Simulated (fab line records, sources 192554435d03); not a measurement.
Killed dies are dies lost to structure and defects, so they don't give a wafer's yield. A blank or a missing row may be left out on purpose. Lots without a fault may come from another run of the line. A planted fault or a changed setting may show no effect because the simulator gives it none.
Chamber matching | flow n5_finfet | N5_BEOL_M7_ILD_DEP_00 on pecvd-03: 3 sister chambers
The step deposits SiCOH lowk from DEMS/porogen, target thk 179.75 nm, time 33.4 s. 6 wafers are shown with their chamber, then 7 later ones without.

WAFERS WITH THEIR CHAMBER
wafer  | chamber | throttle_valve_pct (%) | showerhead_plenum_p_Torr (Torr)
L078.2 | 0       | 13.9                   | 5.780
L078.4 | 0       | 13.8                   | 5.762
L079.1 | 2       | 13.4                   | 5.701
L079.4 | 1       | 14.6                   | 5.754
L089.4 | 2       | 13.6                   | 5.706
L089.5 | 1       | 14.7                   | 5.743

WAFERS WITHOUT THEIR CHAMBER
wafer  | throttle_valve_pct (%) | showerhead_plenum_p_Torr (Torr)
L089.6 | 13.6                   | 5.774
L094.1 | 13.8                   | 5.778
L094.4 | 14.6                   | 5.760
L094.6 | 13.7                   | 5.712
L095.1 | 13.8                   | 5.765
L095.3 | 13.4                   | 5.719
L095.4 | 14.9                   | 5.752

WHICH CHAMBER EACH WENT THROUGH
wafer  | from the rows above | in truth
L089.6 | 0                   | 0
L094.1 | 0                   | 0
L094.4 | 1                   | 1
L094.6 | 2                   | 2
L095.1 | 0                   | 0
L095.3 | 2                   | 2
L095.4 | 1                   | 1
Placed correctly: 7 of 7. Can't be placed from these rows: 0. Placed wrongly: 0.
How it was worked out, from the rows above alone: a wafer's distance from a chamber is the root of the sum, over the readings, of the square of ((its reading less the chamber's mean) divided by the reading's scatter). The wafer belongs to the nearest chamber; if the next one is less than 2 further off, it can't be placed. A chamber's mean is the mean of its shown wafers. The scatter: the root of (the sum of the squares of (reading less its chamber's mean) over the shown wafers, divided by (wafers less chambers)).
